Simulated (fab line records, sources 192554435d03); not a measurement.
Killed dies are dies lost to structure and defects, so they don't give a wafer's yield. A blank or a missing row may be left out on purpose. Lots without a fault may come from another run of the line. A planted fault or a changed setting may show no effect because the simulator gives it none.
A struck lot beside a sound one | flow n5_finfet | 14 steps out of a route of 1938
Sound: wafers L277.2, L277.4, L277.5. Struck: wafer L274.1. (L274.3 of the same lot was not struck and is left out.) The cause comes at the end.
At each step with rows: each side's tool, then ch and its chambers, then its first start. Under that, the readings that differ: sound wafers | struck wafers | difference of the means | sigmas: that difference in standard deviations of wafers without a fault.
alike: readings whose means differ by less than 2 such deviations, and words and numbers that are the same on both sides. not compared: withheld readings, readings that some wafer has no value for, bounds like >300 that may hide the same value, and numbers for which the record gives no deviation and whose values overlap.
The two part at a step that has a row with sigmas, a row that says differs or no value, or rows on one side only. Numbers that don't overlap but have no deviation are shown without sigmas and don't part them. A reading that every wafer of one side lacks parts them only if that side has two wafers or more.

N5_HKMG_FIN_STRIP_89: strips SOC in N2/H2, time 20 s.
  sound on rie_diel-03 ch 1,2,3, day 9 12:43; struck on rie_diel-01 ch 0, day 8 16:37
  reading                | sound          | struck | difference | sigmas
  throttle_valve_pct (%) | 19.1 19.6 19.4 | 18.7   | -0.7       | -2
  alike: drypump_motor_current_A, oes_product_au, rf_vpp_V, showerhead_plenum_p_Torr
  not compared: rf_hours_counter_h
then, 1 step without rows for these wafers: N5_HKMG_FIN_WET_ETCH_87 (etches TiN in SC1, time 154.2 s, target depth 4.7 nm, rinse time 30 s).
N5_HKMG_FIN_STRIP_88: strips in N2/H2, time 360 s.
  sound on plasma_asher-02 ch 0,1, day 9 12:55; struck on plasma_asher-02 ch 0, day 8 16:49
  alike: drypump_motor_current_A, heater_power_w
  not compared: rf_hours_counter_h
N5_HKMG_FIN_NWFM_ALD_20: deposits TiAlC, target thk 2 nm, pulse time 3 s, purge time 2 s.
  sound on ald_metal-02 ch 0,1,3, day 9 13:17; struck on ald_metal-01 ch 1, day 8 17:12
  reading                    | sound             | struck | difference | sigmas
  precursor_pulse_height_rel | 0.993 0.995 0.969 | 1.030  | +0.044     | +2
  alike: heater_power_w
  not compared: ald_cycles
then, 6 steps without rows for these wafers: N5_HKMG_FIN_ALD_71 (deposits TiN, target thk 1 nm, pulse time 1 s, purge time 3 s); N5_HKMG_FIN_COAT_66 (time 60 s, resist thk 300 nm); N5_HKMG_FIN_ETCH_67 (etches SOC in N2/H2, stops on TiN, target depth 388.9 nm); N5_HKMG_FIN_STRIP_90 (strips SOC in N2/H2, time 20 s); N5_HKMG_FIN_WET_ETCH_73 (etches the open film in SC1, time 42.3 s, target depth 1.3 nm, rinse time 30 s); N5_HKMG_FIN_ETCHBACK_68 (etches the open film in Cl2/Ar, stops on HfO2, target depth 0.5 nm).
N5_HKMG_FIN_STRIP_69: strips in N2/H2, time 360 s.
  sound on plasma_asher-02 ch 0,1, day 9 14:24; struck on plasma_asher-02 ch 1, day 8 18:04
  alike: drypump_motor_current_A, heater_power_w
  not compared: rf_hours_counter_h
N5_HKMG_FIN_ALD_21: deposits TiN, target thk 1.5 nm, pulse time 1 s, purge time 3 s.
  sound on ald_metal-02 ch 0,2, day 9 14:47; struck on ald_metal-03 ch 2, day 8 18:27
  reading            | sound        | struck | difference | sigmas
  heater_power_w (W) | 973 1027 992 | 704    | -293       | -3
  alike: precursor_pulse_height_rel
  not compared: ald_cycles
N5_HKMG_FIN_ALD_72: deposits W, target thk 2 nm, pulse time 1 s, purge time 2 s.
  sound on cvd_w-01 ch 0, day 9 15:09; struck on cvd_w-02 ch 1, day 8 18:49
  reading                                | sound       | struck | difference | sigmas
  ald_cycles                             | 7 7 7       | 8      | +1         |
  heater_power_w (W)                     | 498 492 491 | 350    | -144       | -3
  model.W_of_HKMG_FIN_ALD_72.thk_nm (nm) | 2 2 2       | 2.4    | +0.4       |
  alike: precursor_pulse_height_rel
then, 1 step without rows for these wafers: N5_HKMG_FIN_W_FILL_22 (material W, target thk 60 nm, time 18.2 s).

WHERE THEY PART
First at N5_HKMG_FIN_STRIP_89; last, within this record, at N5_HKMG_FIN_ALD_72.

WHY: what the simulator had put in
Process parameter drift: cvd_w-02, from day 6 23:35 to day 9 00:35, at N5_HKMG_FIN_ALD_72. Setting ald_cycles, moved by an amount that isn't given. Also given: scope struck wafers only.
